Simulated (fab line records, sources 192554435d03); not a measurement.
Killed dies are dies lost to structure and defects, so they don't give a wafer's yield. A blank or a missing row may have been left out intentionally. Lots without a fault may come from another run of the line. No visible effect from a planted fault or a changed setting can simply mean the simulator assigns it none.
Matching of chambers / flow n5-finfet / pecvd-03 running N5_GATE_CUT_PECVD_57: 3 sister chambers
The step deposits SiNx from SiH4/NH3/N2, target thk 21 nm. 6 wafers are shown with their chamber, then 9 later ones without.

== WAFERS PAIRED WITH THEIR CHAMBERS ==
wafer=L084.6; chamber=1; throttle-valve-pct (%)=38.8; showerhead-plenum-p-Torr (Torr)=4.99
wafer=L086.2; chamber=2; throttle-valve-pct (%)=42.7; showerhead-plenum-p-Torr (Torr)=5.15
wafer=L086.3; chamber=1; throttle-valve-pct (%)=38.9; showerhead-plenum-p-Torr (Torr)=5.00
wafer=L089.3; chamber=0; throttle-valve-pct (%)=38.2; showerhead-plenum-p-Torr (Torr)=5.20
wafer=L089.4; chamber=0; throttle-valve-pct (%)=38.2; showerhead-plenum-p-Torr (Torr)=5.21
wafer=L089.6; chamber=2; throttle-valve-pct (%)=42.8; showerhead-plenum-p-Torr (Torr)=5.17

== WAFERS WITH NO CHAMBER GIVEN ==
wafer=L090.2; throttle-valve-pct (%)=38.6; showerhead-plenum-p-Torr (Torr)=5.21
wafer=L090.4; throttle-valve-pct (%)=38.6; showerhead-plenum-p-Torr (Torr)=5.00
wafer=L090.6; throttle-valve-pct (%)=42.8; showerhead-plenum-p-Torr (Torr)=5.17
wafer=L093.2; throttle-valve-pct (%)=39.0; showerhead-plenum-p-Torr (Torr)=4.98
wafer=L093.4; throttle-valve-pct (%)=42.6; showerhead-plenum-p-Torr (Torr)=5.16
wafer=L093.5; throttle-valve-pct (%)=38.6; showerhead-plenum-p-Torr (Torr)=5.21
wafer=L097.2; throttle-valve-pct (%)=39.0; showerhead-plenum-p-Torr (Torr)=5.00
wafer=L097.3; throttle-valve-pct (%)=38.4; showerhead-plenum-p-Torr (Torr)=5.22
wafer=L097.5; throttle-valve-pct (%)=38.4; showerhead-plenum-p-Torr (Torr)=5.21

== THE CHAMBER EACH PASSED THROUGH ==
wafer=L090.2; from the rows above=0; in truth=0
wafer=L090.4; from the rows above=1; in truth=1
wafer=L090.6; from the rows above=2; in truth=2
wafer=L093.2; from the rows above=1; in truth=1
wafer=L093.4; from the rows above=2; in truth=2
wafer=L093.5; from the rows above=0; in truth=0
wafer=L097.2; from the rows above=1; in truth=1
wafer=L097.3; from the rows above=0; in truth=0
wafer=L097.5; from the rows above=0; in truth=0
Correct placement for 9 of the 9. Not placeable from these rows: 0. 0 placed wrongly.
How it was worked out, from the rows above alone: a wafer's distance from a chamber is the root of the sum, over the readings, of the square of ((its reading less the chamber's mean) divided by the reading's scatter). The wafer belongs to the nearest chamber; if the next one is less than 2 further off, it can't be placed. The mean given for a chamber averages the wafers shown for that chamber. The scatter is the square root of a quotient: the sum, over the shown wafers, of each reading's squared deviation from its chamber's mean, divided by wafers minus chambers.
